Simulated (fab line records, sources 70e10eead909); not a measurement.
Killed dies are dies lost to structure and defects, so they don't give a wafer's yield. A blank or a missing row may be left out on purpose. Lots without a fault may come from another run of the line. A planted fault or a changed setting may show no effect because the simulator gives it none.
fab line records | flow nand_harc
record lots=13 wafers=39 last_day=33
route steps=1302 shown P_STI@73 THIN_TSV@1261 END@1302
lots that met no fault: from a run of the same line without faults
start_h: hours from the record's first day to the start of the lot's first wafer shown | wait_h: hours since the lot's step before | " the same as in the row above | L1.1+2: a row that stands for several wafers | - no value, or no start given | * or withheld: withheld | < > ~ a bound
route shown NAME@n: a module of which the file shows steps, and the number in the route of the first | usual: mean/standard deviation of fault-free wafers | same: alike in all rows | chamber/n: place in a boat | sites: the reading at each site | _std_site: their standard deviation | _edge_site: outer sites' mean less inner sites' | radius_mm: how far each site lies from the wafer's centre | mask NAME#n: copy n | behind: the tool/chamber that last shaped the wafer | hold: why the lot was held/for how many hours/how that ended | device: the transistor (n, p or np) that didn't switch | end of line: the same wafers' tests at the end of the route | a step without rows: its recipe alone | killed: dies lost to structure and defects at the first sort, not the wafer's yield | map: a wafer's dies, x killed, . not, _ none there
set.NAME: the setting as run; set.NAME@STEP: as run at that earlier step | model.NAME: the simulator's own value behind a step, which no gauge read
steps of the route over a sample of lots; a table a step, a row a wafer
services: from which hour (start_h, from the record's first day; less than 0 if before it) a tool's chamber was out of use, for how many hours, and why
## steps
# step NHARC_P_STI_HM_DEP_30
# recipe target_thk_a=800 temp_c=790 pressure_mtorr=300 time_s=873 material=Si3N4
# usual spike_tc_lower_C=790.8/1.2 zone_power_upper_pct=13.7/1.1
# columns lot.wafer tool chamber start_h wait_h spike_tc_lower_C zone_power_upper_pct
L837.1 lpcvd-02 0 38.95 4.0 791.5 15.2
L837.2 " 0 " " 792.0 15.3
L837.4 " 0 " " 791.3 15.4
L838.1 lpcvd-02 0 49.56 3.5 789.6 15.3
L838.3 " 0 " " 790.8 15.0
L838.6 " 0 " " 790.3 15.1
L839.1 lpcvd-01 1 61.46 5.4 790.3 13.4
L839.4 " 1 " " 794.0 13.5
L839.5 " 1 " " 792.4 13.9
L841.1 lpcvd-02 0 80.97 3.5 791.3 15.1
L841.2 " 0 " " 790.6 14.9
L841.6 " 0 " " 793.1 15.4
L842.1 lpcvd-01 0 91.12 3.5 790.8 12.9
L842.4 " 0 " " 790.8 13.2
L842.6 " 0 " " 791.4 13.0
L844.2 lpcvd-02 0 110.43 3.5 791.3 15.2
L844.3 " 0 " " 790.4 14.9
L844.4 " 0 " " 790.5 14.9
L845.3 lpcvd-02 0 119.64 3.5 790.3 15.3
L845.4 " 0 " " 791.3 15.0
L845.5 " 0 " " 790.9 15.2
L848.1 lpcvd-02 0 148.84 3.5 790.3 15.0
L848.3 " 0 " " 790.6 15.2
L848.4 " 0 " " 792.0 15.2
L856.1 lpcvd-01 0 230.24 3.5 791.4 12.8
L856.2 " 0 " " 789.6 13.1
L856.5 " 0 " " 790.6 13.1
L857.1 lpcvd-01 1 240.69 3.5 790.3 13.5
L857.4 " 1 " " 793.4 13.8
L857.5 " 1 " " 793.0 13.7
L858.2 lpcvd-02 1 250.09 3.5 791.0 12.3
L858.4 " 1 " " 788.3 12.1
L858.5 " 1 " " 790.1 12.3
L859.2 lpcvd-02 0 261.27 3.5 790.8 15.4
L859.4 " 0 " " 791.2 15.1
L859.6 " 0 " " 790.7 15.3
L860.2 lpcvd-01 0 270.00 3.5 790.4 13.1
L860.4 " 0 " " 792.6 13.2
L860.6 " 0 " " 790.6 13.3
# step NHARC_THIN_TSV_DESCUM_14
# recipe time_s=3 o2_flow_sccm=200 ar_flow_sccm=0 bias_power_w=0 chemistry=O2
# usual drypump_motor_current_A=5.6/0.46 oes_product_au=1.001/0.0084 rf_vpp_V=57.8/0.9 showerhead_plenum_p_Torr=1.93/0.068 throttle_valve_pct=11.312/0.01
# columns lot.wafer tool chamber start_h wait_h drypump_motor_current_A oes_product_au rf_hours_counter_h rf_vpp_V showerhead_plenum_p_Torr throttle_valve_pct
L837.4 rie_diel-03 1 521.60 - 6.1 1.004 4.3 56.0 2.01 11.317
L837.1 " 2 " " 5.2 1.002 4.8 58.9 1.94 11.324
L837.2 " 3 " " 5.0 1.014 4.0 57.2 1.89 11.321
L838.1 rie_diel-12 2 548.91 - 5.2 1.010 4.4 57.1 1.85 11.320
L838.3 " 3 " " 6.5 0.997 5.3 57.4 1.90 11.327
L838.6 " 2 " " 5.2 1.000 - 56.8 1.85 11.313
L839.1 rie_diel-05 0 565.42 - 5.3 0.999 8.9 58.2 2.01 11.322
L839.4 " 2 " " 5.6 0.993 9.0 57.6 1.78 11.318
L839.5 " 0 " " 5.3 0.997 - 59.9 2.01 11.322
L842.4 rie_diel-03 3 595.21 - 4.9 1.002 6.3 56.6 1.89 11.304
L842.1 " 0 " " 5.7 0.998 5.3 57.7 2.06 11.317
L842.6 " 0 " " 5.7 1.004 - 59.0 2.06 11.326
L841.2 rie_diel-12 0 596.28 - 5.4 0.997 8.4 57.9 1.90 11.323
L841.1 " 3 " " 6.5 0.990 7.5 59.1 1.90 11.323
L841.6 " 0 " " 5.4 0.995 - 57.1 1.90 11.319
L844.2 rie_diel-03 2 610.02 - 5.2 0.996 8.1 57.7 1.94 11.307
L844.4 " 3 " " 5.0 1.001 7.1 59.2 1.89 11.291
L844.3 " 1 " " 6.1 1.006 6.9 58.4 2.01 11.330
L856.1 rie_diel-03 3 733.15 - 5.0 1.016 5.4 58.3 1.89 11.301
L856.2 " 1 " " 6.1 1.014 4.7 58.3 2.00 11.300
L856.5 " 3 " " 5.0 1.016 - 56.8 1.89 11.297
L857.4 rie_diel-05 2 734.33 - 5.6 1.005 7.4 59.0 1.78 11.322
L857.1 " 0 " " 5.3 0.998 8.5 57.3 2.00 11.317
L857.5 " 2 " " 5.6 0.992 - 57.0 1.78 11.318
L858.4 rie_diel-05 2 756.69 - 5.6 0.981 8.4 56.4 1.78 11.307
L858.2 " 3 " " 6.2 1.003 9.4 58.8 1.92 11.321
L858.5 " 0 " " 5.3 0.989 - 57.9 2.00 11.318
L859.2 rie_diel-12 2 758.01 - 5.3 1.004 4.2 56.6 1.84 11.309
L859.4 " 0 " " 5.4 0.994 5.5 57.7 1.90 11.332
L859.6 " 2 " " 5.3 0.995 - 56.8 1.84 11.303
L860.2 rie_diel-03 2 765.49 - 5.2 1.005 5.9 59.0 1.93 11.321
L860.4 " 1 " " 6.1 1.020 5.9 57.9 2.00 11.318
L860.6 " 3 " " 5.0 1.006 - 58.1 1.89 11.332
# step NHARC_THIN_TSV_ETCH_44
# recipe target_depth_a=15942 time_s=797.1 cf4_flow_sccm=150 o2_flow_sccm=10 ar_flow_sccm=0 rf_w=300 bias_w=800 chemistry=CF4/O2
# usual drypump_motor_current_A=5.6/0.46 oes_product_au=1.002/0.0082 rf_vpp_V=795/3.9 showerhead_plenum_p_Torr=1.85/0.062 throttle_valve_pct=16.916/0.0092
# columns lot.wafer tool chamber start_h wait_h drypump_motor_current_A oes_product_au rf_hours_counter_h rf_vpp_V showerhead_plenum_p_Torr throttle_valve_pct
L837.2 rie_diel-03 2 521.74 0.1 5.2 1.005 4.9 795 1.85 16.925
L837.1 " 3 " " 4.9 1.011 4.1 793 1.81 16.930
L837.4 " 0 " " 5.7 1.006 3.6 803 1.96 16.918
L838.3 rie_diel-12 1 549.04 0.1 5.7 0.994 5.4 797 1.86 16.909
L838.1 " 3 " " 6.5 0.993 5.4 794 1.82 16.917
L838.6 " 0 " " 5.4 1.001 - 794 1.82 16.919
L839.1 rie_diel-05 3 565.49 0.1 6.2 1.002 6.6 794 1.84 16.914
L839.4 " 2 " " 5.6 0.998 9.1 785 1.71 16.910
L839.5 " 0 " " 5.3 1.002 - 799 1.92 16.913
L842.4 rie_diel-03 0 595.41 0.2 5.7 1.016 5.4 802 1.96 16.906
L842.1 " 1 " " 6.1 1.016 6.4 800 1.92 16.917
L842.6 " 2 " " 5.2 1.004 - 796 1.85 16.908
L841.2 rie_diel-12 1 596.46 0.2 5.7 1.001 8.2 795 1.86 16.910
L841.1 " 3 " " 6.5 0.992 7.7 795 1.82 16.899
L841.6 " 3 " " 6.5 1.005 - 793 1.82 16.914
L844.3 rie_diel-03 2 610.10 0.1 5.2 1.002 8.2 794 1.85 16.920
L844.2 " 3 " " 5.0 1.007 7.2 792 1.81 16.912
L844.4 " 0 " " 5.7 0.997 6.0 803 1.96 16.907
L856.1 rie_diel-03 0 733.23 0.1 5.7 1.007 5.1 802 1.96 16.907
L856.2 " 3 " " 5.0 1.011 5.5 794 1.81 16.914
L856.5 " 1 " " 6.1 1.022 - 799 1.91 16.908
L857.1 rie_diel-05 1 734.42 0.1 5.2 0.993 9.2 797 1.89 16.927
L857.4 " 0 " " 5.3 1.001 8.6 798 1.91 16.922
L857.5 " 2 " " 5.6 1.004 - 788 1.71 16.923
L858.4 rie_diel-05 1 756.81 0.1 5.1 0.991 9.8 798 1.89 16.926
L858.2 " 2 " " 5.6 0.994 8.6 786 1.71 16.912
L858.5 " 1 " " 5.1 0.988 - 799 1.89 16.923
L859.4 rie_diel-12 2 758.09 0.1 5.2 1.000 4.3 790 1.77 16.908
L859.2 " 0 " " 5.4 1.004 5.6 794 1.82 16.932
L859.6 " 2 " " 5.2 0.998 - 790 1.77 16.913
L860.4 rie_diel-03 0 765.63 0.1 5.7 1.009 6.2 802 1.96 16.919
L860.2 " 2 " " 5.3 1.000 6.0 797 1.85 16.917
L860.6 " 3 " " 5.0 1.012 - 794 1.81 16.920
# step NHARC_THIN_TSV_CD_MEAS_37
# usual cd_nm=4999.6/2.1
# columns lot.wafer tool chamber start_h wait_h cd_nm
L837.1 cd_sem-02 - 528.81 - 5002.6
L837.2 " - " " 4999.7
L837.4 " - " " 5000.7
L838.1 cd_sem-02 - 556.10 - 4997.8
L838.3 " - " " 4998.1
L838.6 " - " " 4995.5
L839.1 cd_sem-01 - 572.72 - 4998.5
L839.4 " - " " 4997.6
L839.5 " - " " 5002.0
L842.1 cd_sem-01 - 602.73 - 5001.1
L842.4 " - " " 5000.5
L842.6 " - " " 4999.3
L841.1 cd_sem-02 - 603.67 - 4996.7
L841.2 " - " " 4998.8
L841.6 " - " " 4997.6
L844.2 cd_sem-02 - 617.08 - 4997.0
L844.3 " - " " 4997.6
L844.4 " - " " 4999.9
L856.1 cd_sem-02 - 740.43 - 4997.3
L856.2 " - " " 4998.9
L856.5 " - " " 4996.3
L857.1 cd_sem-02 - 741.58 - 5002.0
L857.4 " - " " 5003.0
L857.5 " - " " 5002.3
L858.2 cd_sem-01 - 763.73 - 4997.1
L858.4 " - " " 4997.3
L858.5 " - " " 4999.7
L859.2 cd_sem-02 - 765.37 - 4997.4
L859.4 " - " " 4999.1
L859.6 " - " " 4997.4
L860.2 cd_sem-02 - 772.71 - 5001.2
L860.4 " - " " 5001.9
L860.6 " - " " 4999.0
# step NHARC_END_SORT_01
# recipe temp_c=25
# usual killed_at_array=56/20 killed_at_other=1/1.3 killed_at_periphery=3.5/2.7 killed_dies=60/20 killed_open=3.3/1.6 killed_short=2.4/1.5
# same gross_dies=677
# columns lot.wafer tool chamber start_h wait_h killed_at_array killed_at_other killed_at_periphery killed_dies killed_open killed_short
L845.3 prober-01 0 633.56 3.1 68 1 608 677 3 4
L845.4 prober-01 0 634.36 3.4 59 6 612 677 2 3
L845.5 prober-01 0 635.16 3.7 48 1 628 677 4 1
L848.1 prober-01 0 655.20 2.5 67 0 610 677 2 3
L848.3 prober-01 0 656.82 3.1 40 0 637 677 1 3
L848.4 prober-01 0 657.63 3.4 62 0 615 677 4 4
# killed by level:class
L845.3 P_STI:area_dep=608 A_CHANNEL_HOLE_D2:chamber_film_flake=32 A_SLIT:chamber_film_flake=24 A_CONTACT:chamber_film_flake=2 A_SOURCE_PLATE:geometric_particle:open=1 A_CHANNEL_FILL_D1:geometric_particle:short=1 A_ONON_D2:geometric_particle:short=1 A_CHANNEL_HOLE_D2:geometric_particle:short=1
L845.4 P_STI:area_dep=610 A_SLIT:chamber_film_flake=29 A_CHANNEL_HOLE_D2:chamber_film_flake=18 THIN_TSV:chamber_film_flake=5 A_CHANNEL_HOLE_D1:chamber_film_flake=4 A_CHANNEL_FILL_D2:chamber_film_flake=3 A_CHANNEL_FILL_D2:geometric_particle:short=2 P_GATE:geometric_particle:open=1
L845.5 P_STI:area_dep=625 A_SLIT:chamber_film_flake=23 A_CHANNEL_HOLE_D2:chamber_film_flake=13 A_CHANNEL_HOLE_D1:chamber_film_flake=6 P_STI:geometric_particle:short=1 P_CONTACT:geometric_particle:open=1 A_CONTACT:geometric_particle:open=1 A_BLC:geometric_particle:open=1
L848.1 P_STI:area_dep=609 A_CHANNEL_HOLE_D1:chamber_film_flake=35 A_CHANNEL_HOLE_D2:chamber_film_flake=17 A_STAIRCASE:chamber_film_flake=6 A_CHANNEL_FILL_D1:geometric_particle:short=2 A_SLIT:chamber_film_flake=2 A_CHANNEL_FILL_D1:geometric_particle:open=1 A_CHANNEL_HOLE_D2:geometric_particle:open=1
L848.3 P_STI:area_dep=636 A_CHANNEL_HOLE_D1:chamber_film_flake=16 A_CHANNEL_HOLE_D2:chamber_film_flake=13 A_STAIRCASE:chamber_film_flake=5 A_CONTACT:chamber_film_flake=3 A_ONON_D1:geometric_particle:short=2 P_M0:geometric_particle:open=1 A_WL_FILL:geometric_particle:short=1
L848.4 P_STI:area_dep=612 A_CHANNEL_HOLE_D1:chamber_film_flake=29 A_CHANNEL_HOLE_D2:chamber_film_flake=21 A_CHANNEL_FILL_D1:geometric_particle:open=2 P_GATE:chamber_film_flake=2 A_CHANNEL_FILL_D2:chamber_film_flake=2 A_SLIT:chamber_film_flake=2 P_M1:geometric_particle:short=1
## services
# columns tool chamber start_h hours kind
rie_diel-12 1 16.40 15.4 repair
rie_diel-03 2 28.08 2.5 repair
rie_diel-05 0 39.43 1.5 repair
rie_diel-05 - 52.60 9.0 pm
rie_diel-03 0 65.08 4.8 repair
rie_diel-12 - 91.40 9.0 pm
rie_diel-03 - 104.74 9.0 pm
rie_diel-05 1 109.30 8.1 repair
rie_diel-05 2 115.93 28.8 repair
rie_diel-12 3 160.86 2.2 repair
rie_diel-03 0 214.16 5.1 repair
rie_diel-03 3 248.65 1.2 repair
rie_diel-03 0 279.47 6.5 repair
rie_diel-03 - 281.74 9.0 pm
rie_diel-03 1 311.32 4.6 repair
rie_diel-03 1 317.73 4.5 repair
lpcvd-02 - 322.56 0.7 repair
lpcvd-02 - 387.65 26.0 pm
rie_diel-03 - 458.81 9.0 pm
lpcvd-02 - 547.29 0.5 repair
rie_diel-03 - 568.25 4.1 repair
rie_diel-03 - 635.81 9.0 pm
rie_diel-03 2 746.48 8.5 repair
rie_diel-03 - 763.65 1.1 repair
## key
first_sign step=NHARC_END_SORT_01 reading=killed_at_periphery direction=up sigmas=99+ usual=3.5 struck=618.3
effect step=NHARC_END_SORT_01 reading=killed_dies direction=up sigmas=30 usual=60 struck=677
more_kills_born_at NHARC_P_STI_HM_DEP_30@lpcvd-02=3700
met_at NHARC_P_STI_HM_DEP_30
struck_lots L845,L848
later_rows_left_out L845.3,L845.4,L845.5,L848.1,L848.3,L848.4
tester_left_out L845,L848
not_acting_at NHARC_THIN_TSV_DESCUM_14,NHARC_THIN_TSV_ETCH_44,NHARC_THIN_TSV_CD_MEAS_37
onset_between 110.43 119.64
fault kind=process_parameter_drift tool=lpcvd-02 chamber=- onset_h=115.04 steps=NHARC_P_STI_HM_DEP_30 channel=target_thk_a offset=* shape=step end_h=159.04 acts_in=* stated=*
# tester_left_out: of these lots the tester's yield and bins aren't shown, on N5 and GAA mostly nor the transistor test; their killed dies are dies lost to structure and defects alone, not to doping, threshold or leakage, so they don't give the yield
# later_rows_left_out: the simulator's readings of these wafers behind a module that went badly wrong aren't trusted and aren't shown, but for the sort
